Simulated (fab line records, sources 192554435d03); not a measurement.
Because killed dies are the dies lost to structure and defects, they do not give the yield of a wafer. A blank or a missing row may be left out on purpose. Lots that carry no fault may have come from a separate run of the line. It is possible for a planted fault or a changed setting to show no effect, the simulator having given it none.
Problem report in the 8D (eight disciplines) form, filled by code :: flow n5-finfet :: the parts of the form that need people (team, actions taken, sign-off) are left out

1. THE PROBLEM
killed-at-contacts at N5_PASSIVATION_PROBE_49 reads a mean of 156 on 2 wafers of 1 lot; wafers without a fault read 12 with a standard deviation of 6.1. Measured from the usual mean, that is +24 standard deviations.
First seen on wafer L867.4, day 19 02:32, on prober-02. The record holds 3 wafers of 1 lot with a number at this step. The rule behind "out" and "out of limits": a value lying over 4 standard deviations away from the usual mean. The rest of the wafers with a number are treated as sound.

2. WHAT IT IS AND WHAT IT IS NOT
question: which readings at this step
is: killed-at-contacts, killed-dies
is not: killed_at_M0_to_M3, killed_at_M4_up, killed-at-front-end, killed-at-other, killed-open, killed-short

question: which lots
is: L867
is not: -

question: which wafers of those lots
is: L867.4, L867.6
is not: L867.5

question: read on which tools
is: prober-02
is not: -

question: when
is: from day 19 02:32
is not: up to then (0 sound wafers); but 1 sound wafer of L867 came after

3. SUSPECTS, AND WHAT RULES EACH OUT
Counting: a tool at a process step up to the reading stays a suspect if it ran every lot that is out. Sound lots after the first of them don't rule it out here, since some wafers of a struck lot are sound.
- ald-sin-01 at N5_MOL_CONTACT_COAG_ALD_27 (deposits SiOC, target thk 17 nm, pulse time 1.5 s, time 2720 s): kept. It ran the lot that is out, L867 (day 9 16:22).
- rie-diel-05 at N5_MIM_BOT_LITHO_DESCUM_10 (chemistry O2, time 7.9 s): kept. It ran the lot that is out, L867 (day 18 15:42).
- rie-metal-01 at N5_MIM_BOT_ETCH_ETCH_00 (etches TiN in Cl2/BCl3, target depth 45.5 nm): kept. It ran the lot that is out, L867 (day 18 15:59).
- rie-diel-06 at N5_PASSIVATION_STRIP_48 (strips in O2): kept. It ran the lot that is out, L867 (day 18 23:53).
- prober-02 at N5_PASSIVATION_PROBE_49: kept. It ran the lot that is out, L867 (day 19 02:32). Out on those wafers are its own readings of killed-at-contacts, killed-dies.
- At N5_MOL_CONTACT_COAG_ALD_27 on ald-sin-01, chamber 3 took the sound wafers of the same lots and chamber 2 took the wafers that are out.
- At N5_PASSIVATION_STRIP_48 on rie-diel-06, chamber 2 took the sound wafers of the same lots and chamber 1 took the wafers that are out.
Left after counting: ald-sin-01 at N5_MOL_CONTACT_COAG_ALD_27, rie-diel-05 at N5_MIM_BOT_LITHO_DESCUM_10, rie-metal-01 at N5_MIM_BOT_ETCH_ETCH_00, rie-diel-06 at N5_PASSIVATION_STRIP_48, prober-02 at N5_PASSIVATION_PROBE_49.

4. THE CAUSE (what the simulator had put in)
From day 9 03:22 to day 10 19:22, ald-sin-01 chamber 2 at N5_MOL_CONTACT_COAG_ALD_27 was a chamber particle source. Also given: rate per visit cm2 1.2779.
5 suspects survive the count, and this tool is in that group.

5. THE EFFECT CHAIN, in route order
Each row: a reading where the mean over the struck wafers with a number is more than 3 standard deviations away from the usual. Readings are gone through only where the record gives a usual standard deviation; hours: the median, over the lots, of the time from a lot's start at the first step in this table giving one to that lot's start at this step; sigmas: the change measured in usual standard deviations.
hours: 0
step: N5_PASSIVATION_PROBE_49
reading: killed-at-contacts
usual: 12
on struck wafers: 156
change: +144
sigmas: +24

hours: 0
step: N5_PASSIVATION_PROBE_49
reading: killed-dies
usual: 105
on struck wafers: 232
change: +126
sigmas: +7.9
Process steps it contains:
- N5_PASSIVATION_PROBE_49

6. WHAT WOULD HAVE CAUGHT IT SOONER
239 hours passed between the start of the fault at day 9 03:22 and the first reading out of limits in this record, taken at day 19 02:32.
Of the tool readings at N5_MOL_CONTACT_COAG_ALD_27 for which the record gives a usual standard deviation, none was out on any struck wafer, so an alarm limit of 4 standard deviations on them would not have fired.
By day 19 02:32 the whole set of lots that are out, 1 in number, had already begun N5_MOL_CONTACT_COAG_ALD_27 on ald-sin-01. Tool hold at that time: it would have spared none of them.
